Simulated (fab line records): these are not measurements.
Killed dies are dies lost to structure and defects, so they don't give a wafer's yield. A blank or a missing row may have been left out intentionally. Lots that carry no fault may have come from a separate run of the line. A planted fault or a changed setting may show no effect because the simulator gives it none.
fab line records | flow n5_finfet | part 2 of 2: steps 32 to 43 of 43
record: lots: 7 | wafers: 21 | last_day: 18
route steps=1938 shown MOL_CONTACT_COAG@626 BEOL_M0_SAQP@632 BEOL_M4@1111
lots that met no fault: from a run of the same line without faults
start_h: hours from the record's first day to the start of the lot's first wafer shown | wait_h: hours since the lot's step before | " same as the row above | L1.1+2: several wafers, shown together as one row | - value missing, or start not given | * or withheld: withheld | < > ~ a bound
route shown NAME@n: NAME is a module with steps in the file, n the number in the route of the first one | usual: mean/standard deviation of fault-free wafers | same: alike in all rows | chamber/n: place in a boat | sites: readings site by site | _std_site: standard deviation of those values | _edge_site: the outer-site mean with the inner-site mean subtracted | radius_mm: for every site, how far away it sits from the centre of the wafer | mask NAME#n: copy n | behind: tool/chamber where the wafer was last shaped | hold: why the lot went on hold/how many hours it stayed there/how the hold came to an end | device: the transistor (n, p or np) that didn't switch | end of line: the tests these same wafers got at the end of their route | a step without rows: its recipe alone | killed: dies that structure and defects cost at the first sort, which is not the same as the wafer's yield | map: per-die view of a wafer (x killed, . not killed, _ where there is no die)
set.NAME: the setting as run; set.NAME@STEP: as run at that earlier step | model.NAME: the simulator's own value behind a step, which no gauge read
lots seen at some steps along the route; tables by step, rows by wafer
services: the hour from which a tool's chamber was out of use, counted from the record's first day as start_h (under 0 if before that day), plus the number of hours and why
== steps ==
step: N5_BEOL_M0_SAQP_MANDREL_ETCH_20
recipe: target_depth_a: 600 | chemistry: HBr/Cl2 | target: a-Si | stop_on: SiNx | bt_time_s: 10 | mask_material: SOC | over_etch_frac: 0.5 | time_s: 30 | pressure_mtorr: 10 | icp_w: 800 | bias_w: 75 | HBr_flow_sccm: 150 | Cl2_flow_sccm: 80 | ends: end_point
usual: drypump_motor_current_A: 5.9/0.38 | oes_product_au: 0.779/0.012 | throttle_valve_pct: 35.3/0.32
lot.wafer | tool      | chamber | start_h | wait_h | drypump_motor_current_A | oes_product_au | rf_hours_counter_h | throttle_valve_pct | model.etch.depth_nm
L581.2    | rie_si-06 | 3       | 112.43  | 0.0    | 5.5                     | 0.780          | 166                | 35.3               | 59.78
L581.3    | "         | 2       | "       | "      | 5.6                     | 0.779          | 38                 | 35.2               | 59.48
L581.5    | "         | 0       | "       | "      | 6.0                     | 0.771          | -                  | 35.1               | 59.26
L583.2    | rie_si-06 | 1       | 125.61  | 0.0    | 6.2                     | 0.784          | 143                | 35.3               | 60.17
L583.3    | "         | 2       | "       | "      | 5.7                     | 0.762          | 38                 | 35.2               | 59.16
L583.5    | "         | 2       | "       | "      | 5.6                     | 0.765          | -                  | 35.2               | 59.64
L591.2    | rie_si-06 | 3       | 172.84  | 0.0    | 5.5                     | 0.333          | 167                | 36.1               | 0
L591.5    | "         | 2       | "       | "      | 5.6                     | 0.326          | -                  | 36.0               | 0
L591.6    | "         | 3       | "       | "      | 5.6                     | 0.327          | -                  | 36.1               | 0
L590.4    | rie_si-05 | 1       | 178.51  | 0.1    | 6.4                     | 0.328          | -                  | 36.8               | 0
L590.5    | "         | 0       | "       | "      | 6.4                     | 0.333          | -                  | 35.5               | 0
L590.6    | "         | 3       | "       | "      | 5.6                     | 0.335          | -                  | 36.0               | 0
L592.2    | rie_si-03 | 0       | 182.56  | 0.0    | 5.6                     | 0.326          | 168                | 36.5               | 0
L592.4    | "         | 1       | "       | "      | 6.4                     | 0.338          | 33                 | 36.1               | 0
L592.6    | "         | 3       | "       | "      | 5.3                     | 0.324          | -                  | 36.5               | 0
L597.2    | rie_si-05 | 1       | 220.86  | 0.0    | 6.4                     | 0.770          | 71                 | 36.0               | 59.34
L597.4    | "         | 3       | "       | "      | 5.6                     | 0.787          | 47                 | 35.2               | 59.9
L597.5    | "         | 2       | "       | "      | 6.3                     | 0.794          | -                  | 35.1               | 60.78
L603.2    | rie_si-06 | 1       | 251.04  | 0.0    | 6.3                     | 0.772          | 146                | 35.4               | 58.77
L603.4    | "         | 3       | "       | "      | 5.5                     | 0.775          | 169                | 35.3               | 58.36
L603.6    | "         | 0       | "       | "      | 6.0                     | 0.791          | -                  | 35.1               | 60.79
step: N5_BEOL_M0_SAQP_STRIP_86
recipe: chemistry: N2/H2 | power_w: 500 | temp_c: 40 | pressure_mtorr: 50 | rf_frequency_hz: 6e+07 | overash_fraction: 0.3 | bias_power_w: 28 | h2_frac: 0.5 | n2_flow_sccm: 300 | h2_flow_sccm: 300
step: N5_BEOL_M0_SAQP_STRIP_115
recipe: chemistry: post_etch_residue_remover | time_s: 60 | temp_c: 25 | remover_ph: withheld | remover_water_wt_pct: withheld | remover_fluoride_wt_pct: withheld
step: N5_BEOL_M0_SAQP_SRD_93
recipe: dry: ipa_marangoni | time_s: 30 | temp_c: 23 | rinse_liquid: diw
step: N5_BEOL_M0_SAQP_RECESS_114
recipe: chemistry: HF/NH3 | target: SiO2 | target_depth_a: 144 | afs_cycles: 3 | temp_c: 30 | sublimation_temp_c: 180 | sublimation_time_s: 60
step: N5_BEOL_M0_SAQP_SPACER1_ALD_98
recipe: material: SiO2 | target_thk_a: 128 | temp_c: 300 | ald_precursor_family: BDEAS | ald_co_reactant: O2-plasma | pulse_time_s: 1 | purge_time_s: 2 | co_reactant_purge_time_s: 2 | ald_cycles: 138 | pressure_torr: 2
step: N5_BEOL_M0_SAQP_SPACER1_ETCHBACK_99
recipe: chemistry: CHF3/O2 | mode: anisotropic_etchback | target: SiO2 | target_depth_a: 154 | time_s: 7.7 | pressure_mtorr: 30 | source_w: 650 | bias_w: 170 | Ar_flow_sccm: 200 | CHF3_flow_sccm: 50 | O2_flow_sccm: 5 | ion_energy_ev: 200
step: N5_BEOL_M0_SAQP_MANDREL1_REMOVE_100
recipe: chemistry: HBr/Cl2/O2 | bt_time_s: 10 | target: a-Si | stop_on: SiNx | endpoint: OES-SiCl | over_etch_frac: 0.85 | icp_w: 600 | bias_w: 30 | HBr_flow_sccm: 150 | Cl2_flow_sccm: 80 | O2_flow_sccm: 5 | pressure_mtorr: 10
usual: drypump_motor_current_A: 6.0/0.38 | oes_product_au: 1.007/0.014 | throttle_valve_pct: 36.6/0.39
lot.wafer | tool      | chamber | start_h | wait_h | drypump_motor_current_A | oes_product_au | rf_hours_counter_h | throttle_valve_pct | model.BEOL_M0_SAQP.cd_nm
L581.2    | rie_si-03 | 2       | 113.78  | 0.1    | 5.7                     | 1.011          | 2                  | 36.8               | 12.6
L581.3    | "         | 3       | "       | "      | 5.3                     | 0.984          | 4                  | 36.9               | 12.8
L581.5    | "         | 0       | "       | "      | 5.6                     | 1.001          | -                  | 36.8               | 12.6
L583.2    | rie_si-06 | 3       | 126.96  | 0.1    | 5.5                     | 1.000          | 167                | 36.5               | 12.8
L583.3    | "         | 1       | "       | "      | 6.2                     | 0.995          | 143                | 36.6               | 12.8
L583.5    | "         | 2       | "       | "      | 5.6                     | 1.006          | -                  | 36.4               | 12.8
L591.2    | rie_si-06 | 3       | 174.63  | 0.1    | 5.6                     | 0.993          | 167                | 36.5               | 41.8
L591.5    | "         | 3       | "       | "      | 5.5                     | 1.000          | -                  | 36.5               | 41.8
L591.6    | "         | 0       | "       | "      | 6.0                     | 1.016          | -                  | 36.4               | 41.4
L590.4    | rie_si-05 | 1       | 179.68  | 0.1    | 6.5                     | 1.008          | -                  | 37.2               | 41.2
L590.5    | "         | 3       | "       | "      | 5.6                     | 1.005          | -                  | 36.4               | 41.2
L590.6    | "         | 0       | "       | "      | 6.4                     | 1.040          | -                  | 35.9               | 42.4
L592.2    | rie_si-05 | 3       | 183.73  | 0.1    | 5.6                     | 1.004          | 47                 | 36.4               | 42
L592.4    | "         | 1       | "       | "      | 6.4                     | 0.985          | -                  | 37.2               | 41.2
L592.6    | "         | 0       | "       | "      | 6.4                     | 1.029          | -                  | 35.9               | 41.6
L597.2    | rie_si-06 | 3       | 222.14  | 0.1    | 5.5                     | 1.014          | 168                | 36.5               | 12.6
L597.4    | "         | 1       | "       | "      | 6.3                     | 0.996          | 145                | 36.6               | 13
L597.5    | "         | 3       | "       | "      | 5.5                     | 1.019          | -                  | 36.5               | 12.6
L603.2    | rie_si-05 | 1       | 252.30  | 0.1    | 6.4                     | 0.999          | 71                 | 37.2               | 12.6
L603.4    | "         | 3       | "       | "      | 5.6                     | 1.013          | 48                 | 36.4               | 13
L603.6    | "         | 3       | "       | "      | 5.6                     | 1.004          | -                  | 36.4               | 12.8
step: N5_BEOL_M0_SAQP_CD_MEAS_25
recipe: target_cd_nm: 13.1 | landing_energy_ev: 1000 | detector: se_inlens
usual: cd_nm: 12.77/0.27
lot.wafer | tool      | chamber | start_h | wait_h | cd_nm
L581.2    | cd_sem-01 | 0       | 113.89  | 0.1    | 12.86
L581.3    | "         | 0       | "       | "      | 12.58
L581.5    | "         | 0       | "       | "      | 12.51
L583.2    | cd_sem-03 | 0       | 127.07  | 0.1    | 12.41
L583.3    | "         | 0       | "       | "      | 13.02
L583.5    | "         | 0       | "       | "      | 12.47
L591.2    | cd_sem-01 | 0       | 174.74  | 0.1    | -
L591.5    | "         | 0       | "       | "      | -
L591.6    | "         | 0       | "       | "      | -
L590.4    | cd_sem-02 | 0       | 179.76  | 0.0    | -
L590.5    | "         | 0       | "       | "      | -
L590.6    | "         | 0       | "       | "      | -
L592.2    | cd_sem-02 | 0       | 183.85  | 0.1    | -
L592.4    | "         | 0       | "       | "      | -
L592.6    | "         | 0       | "       | "      | -
L597.2    | cd_sem-01 | 0       | 222.25  | 0.1    | 12.66
L597.4    | "         | 0       | "       | "      | 13.04
L597.5    | "         | 0       | "       | "      | 12.86
L603.2    | cd_sem-02 | 0       | 252.41  | 0.1    | 12.67
L603.4    | "         | 0       | "       | "      | 13.20
L603.6    | "         | 0       | "       | "      | 12.71
step: N5_BEOL_M0_SAQP_ETCH_101
recipe: chemistry: CH3F/O2 | target: SiNx | mask_material: SiO2 | target_depth_a: 299 | time_s: 42.7 | pressure_mtorr: 30 | source_w: 395 | bias_w: 73 | Ar_flow_sccm: 150 | CH3F_flow_sccm: 30 | O2_flow_sccm: 20 | ion_energy_ev: 120
step: N5_BEOL_M0_SAQP_MANDREL2_REMOVE_110
recipe: chemistry: HBr/Cl2/O2 | bt_time_s: 10 | target: a-Si | stop_on: SiCN | endpoint: OES-SiCl | over_etch_frac: 1 | icp_w: 600 | bias_w: 30 | HBr_flow_sccm: 150 | Cl2_flow_sccm: 80 | O2_flow_sccm: 5 | pressure_mtorr: 10
usual: drypump_motor_current_A: 5.9/0.4 | oes_product_au: 1.006/0.012 | throttle_valve_pct: 36.6/0.36
lot.wafer | tool      | chamber | start_h | wait_h | drypump_motor_current_A | oes_product_au | rf_hours_counter_h | throttle_valve_pct | model.BEOL_M0_SAQP.cd_nm
L581.2    | rie_si-03 | 1       | 116.16  | 0.1    | 6.4                     | 0.995          | 32                 | 36.5               | 15
L581.3    | "         | 0       | "       | "      | 5.6                     | 1.004          | 167                | 36.8               | 15.2
L581.5    | "         | 3       | "       | "      | 5.3                     | 1.003          | -                  | 36.9               | 15.4
L583.2    | rie_si-03 | 3       | 128.82  | 0.1    | 5.3                     | 0.990          | 4                  | 36.9               | 15.2
L583.3    | "         | 1       | "       | "      | 6.4                     | 1.012          | 32                 | 36.5               | 15
L583.5    | "         | 3       | "       | "      | 5.3                     | 0.994          | -                  | 36.9               | 15.2
L591.2    | rie_si-03 | 2       | 176.40  | 0.1    | 5.7                     | 1.011          | 3                  | 36.8               | 41.6
L591.5    | "         | 0       | "       | "      | 5.6                     | 1.001          | -                  | 36.8               | 41.6
L591.6    | "         | 1       | "       | "      | 6.4                     | 1.010          | -                  | 36.5               | 41.6
L590.4    | rie_si-05 | 0       | 181.44  | 0.1    | 6.4                     | 1.037          | -                  | 35.9               | 41
L590.5    | "         | 3       | "       | "      | 5.7                     | 1.012          | -                  | 36.4               | 41.2
L590.6    | "         | 1       | "       | "      | 6.4                     | 1.001          | -                  | 37.2               | 42.4
L592.2    | rie_si-05 | 1       | 185.61  | 0.1    | 6.4                     | 1.005          | 70                 | 37.2               | 42.2
L592.4    | "         | 3       | "       | "      | 5.6                     | 1.013          | -                  | 36.4               | 41.6
L592.6    | "         | 0       | "       | "      | 6.4                     | 1.034          | -                  | 35.9               | 42
L597.2    | rie_si-03 | 2       | 224.02  | 0.1    | 5.7                     | 1.007          | 4                  | 36.7               | 14.8
L597.4    | "         | 1       | "       | "      | 6.4                     | 1.005          | 34                 | 36.5               | 15
L597.5    | "         | 1       | "       | "      | 6.4                     | 1.000          | -                  | 36.5               | 14.8
L603.2    | rie_si-05 | 1       | 254.06  | 0.1    | 6.4                     | 0.998          | 71                 | 37.2               | 15
L603.4    | "         | 2       | "       | "      | 6.3                     | 1.005          | 1                  | 36.4               | 15
L603.6    | "         | 3       | "       | "      | 5.6                     | 1.012          | -                  | 36.4               | 15
step: N5_BEOL_M4_RC_MEAS_101
usual: DIBL_N: 35.3/2.5 | DIBL_P: 35/3.3 | IOFF_N: 0.15/0.049 | IOFF_P: 0.20/0.056 | ION_N: 673/16 | ION_P: 462/10 | SS_N: 71.2/0.85 | SS_P: 73.0/0.97 | VT_N: 252/4.9 | VT_P: -251/5
lot.wafer | tool      | chamber | start_h | wait_h | DIBL_N[mV/V] | DIBL_P[mV/V] | IOFF_N[nA/um] | IOFF_P[nA/um] | ION_N[uA/um] | ION_P[uA/um] | SS_N[mV/dec] | SS_P[mV/dec] | VT_N[mV] | VT_P[mV]
L581.2    | prober-02 | 0       | 186.23  | 0.2    | 36.3         | 38           | 0.17          | 0.20          | 682          | 460          | 71.3         | 73.5         | 250      | -253
L581.3    | "         | 0       | "       | "      | 39.1         | 41           | 0.22          | 0.24          | 684          | 458          | 73.2         | 73.9         | 250      | -250
L581.5    | "         | 0       | "       | "      | 38.1         | 40           | 0.19          | 0.21          | 678          | 460          | 72.3         | 73.4         | 245      | -252
L583.2    | prober-01 | 0       | 198.07  | 0.2    | 38.6         | 40           | 0.23          | 0.29          | 701          | 479          | 72.4         | 73.8         | 244      | -244
L583.3    | "         | 0       | "       | "      | 38.0         | 40           | 0.21          | 0.27          | 670          | 462          | 72.1         | 74.9         | 244      | -246
L583.5    | "         | 0       | "       | "      | 37.9         | 40           | 0.20          | 0.27          | 691          | 472          | 72.4         | 74.3         | 246      | -248
L597.2    | prober-01 | 0       | 287.91  | 0.5    | 36.9         | 38           | 0.19          | 0.24          | 683          | 465          | 71.4         | 73.2         | 245      | -251
L597.4    | "         | 0       | "       | "      | 36.2         | 38           | 0.18          | 0.22          | 678          | 463          | 70.9         | 73.9         | 248      | -250
L597.5    | "         | 0       | "       | "      | 36.5         | 38           | 0.18          | 0.23          | 673          | 462          | 71.4         | 73.8         | 250      | -249
L603.2    | prober-02 | 0       | 318.61  | 0.2    | 34.5         | 33           | 0.11          | 0.15          | 668          | 456          | 71.7         | 73.3         | 257      | -261
L603.4    | "         | 0       | "       | "      | 33.6         | 31           | 0.10          | 0.13          | 652          | 442          | 71.3         | 72.7         | 259      | -260
L603.6    | "         | 0       | "       | "      | 37.2         | 36           | 0.15          | 0.19          | 680          | 458          | 72.1         | 74.1         | 254      | -255
== services ==
tool        | chamber | start_h | hours | kind
pecvd-02    | 0       | 84.33   | 4.5   | repair
pecvd-03    | -       | 90.35   | 5.5   | pm
rie_si-05   | 0       | 91.17   | 9.4   | repair
cmp-02      | -       | 96.29   | 1.2   | repair
cmp-04      | -       | 97.14   | 1.4   | repair
rie_diel-03 | 3       | 101.29  | 10.9  | repair
pecvd-04    | 2       | 103.38  | 6.2   | repair
rie_diel-01 | -       | 109.57  | 5.3   | repair
rie_si-03   | 2       | 137.33  | 9.0   | repair
pecvd-03    | 1       | 139.51  | 3.6   | repair
cmp-04      | -       | 143.74  | 5.2   | repair
rie_diel-03 | 3       | 146.00  | 3.7   | repair
cmp-03      | -       | 148.19  | 4.0   | pm
pecvd-02    | -       | 158.06  | 4.1   | repair
rie_si-06   | 2       | 176.00  | 10.6  | repair
rie_si-03   | 0       | 209.00  | 6.2   | repair
cmp-03      | -       | 209.40  | 4.8   | pm
rie_diel-02 | -       | 212.13  | 28.1  | pm
cmp-04      | -       | 214.94  | 4.2   | pm
cmp-04      | -       | 223.44  | 4.0   | pm
rie_si-06   | 0       | 225.75  | 1.0   | repair
cmp-02      | -       | 236.62  | 6.2   | pm
rie_si-06   | 0       | 236.66  | 3.4   | repair
cmp-02      | -       | 250.96  | 0.5   | repair
== key ==
first_sign: step: N5_BEOL_M0_SAQP_PECVD_04 | reading: tool_record | direction: missing
effect: step: N5_BEOL_M0_SAQP_THK_MEAS_05 | reading: thk_nm | direction: down | sigmas: 44 | usual: * | struck: *
effect: step: N5_BEOL_M0_SAQP_MANDREL_ETCH_20 | reading: oes_product_au | direction: down | sigmas: 37 | usual: 0.779 | struck: 0.330
effect: step: N5_BEOL_M0_SAQP_CD_MEAS_25 | reading: cd_nm | direction: missing
model_effect: step: N5_BEOL_M0_SAQP_MANDREL_ETCH_20 | value: etch.depth_nm | without: 60.12 | struck: 0
model_effect: step: N5_BEOL_M0_SAQP_MANDREL1_REMOVE_100 | value: BEOL_M0_SAQP.cd_nm | without: 12.76 | struck: 41.62
model_effect: step: N5_BEOL_M0_SAQP_MANDREL2_REMOVE_110 | value: BEOL_M0_SAQP.cd_nm | without: 15.04 | struck: 41.69
met_at N5_BEOL_M0_SAQP_PECVD_04
struck_wafers L590.4,L590.5,L590.6,L591.2,L591.5,L591.6,L592.2,L592.4,L592.6
later_rows_left_out L590.4,L590.5,L590.6,L591.2,L591.5,L591.6,L592.2,L592.4,L592.6
sort_left_out L590.4,L590.5,L590.6,L591.2,L591.5,L591.6,L592.2,L592.4,L592.6
onset_between 124.65 171.18
fault: kind: skipped_step_whole | tool: pecvd-02,pecvd-03 | chamber: - | onset_h: 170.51 | steps: N5_BEOL_M0_SAQP_PECVD_04 | scope: struck_lots_only
sort_left_out: the simulated sort isn't trusted on such a fault, so these wafers' sort isn't shown, and their yield isn't known
later_rows_left_out: the simulator's readings of these wafers behind a module that went badly wrong aren't trusted and aren't shown, but for the sort
